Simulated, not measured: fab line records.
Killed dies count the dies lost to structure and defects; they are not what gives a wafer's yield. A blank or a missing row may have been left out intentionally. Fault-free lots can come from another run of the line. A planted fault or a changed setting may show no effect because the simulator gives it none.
Matching of chambers	flow n5-finfet	N5_HKMG_FIN_ALD_36 on ald-metal-04: 4 sister chambers
The step deposits TiN, target thk 1 nm, pulse time 1 s, purge time 3 s. 8 wafers are shown with their chamber, then 8 later ones without.

== WAFERS WITH THEIR CHAMBER ==
wafer	chamber	heater-power-w (W)	precursor-pulse-height-rel
L076.6	2	1013	0.983
L077.6	3	931	1.020
L079.3	3	914	1.015
L079.5	1	943	0.999
L080.1	1	945	0.984
L080.4	0	852	1.002
L080.5	2	1007	1.009
L088.1	0	855	1.004

== WAFERS WITH NO CHAMBER GIVEN ==
wafer	heater-power-w (W)	precursor-pulse-height-rel
L088.2	998	0.994
L088.3	968	1.008
L094.1	933	0.980
L094.2	840	0.986
L094.4	921	1.012
L096.1	1007	0.989
L096.3	910	0.998
L096.5	856	1.019

== CHAMBER TAKEN BY EACH ==
wafer	from the rows above	in truth
L088.2	2	2
L088.3	1	1
L094.1	can't be placed: 1 or 3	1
L094.2	0	0
L094.4	3	3
L096.1	2	2
L096.3	3	3
L096.5	0	0
Correctly placed: 7 of 8. From these rows, 1 cannot be placed; in 1 the true chamber is one of the candidates. Placed wrongly: 0.
How it was worked out, from the rows above alone: a wafer's distance from a chamber is the root of the sum, over the readings, of the square of ((its reading less the chamber's mean) divided by the reading's scatter). If the next closest chamber is less than 2 further off than the closest, the wafer can't be placed; otherwise it belongs to the closest. A chamber's mean is the mean of its shown wafers. How the scatter is found: for the shown wafers, subtract from each reading the mean of its chamber, square and add these, divide the total by (wafers less chambers), then take the root.
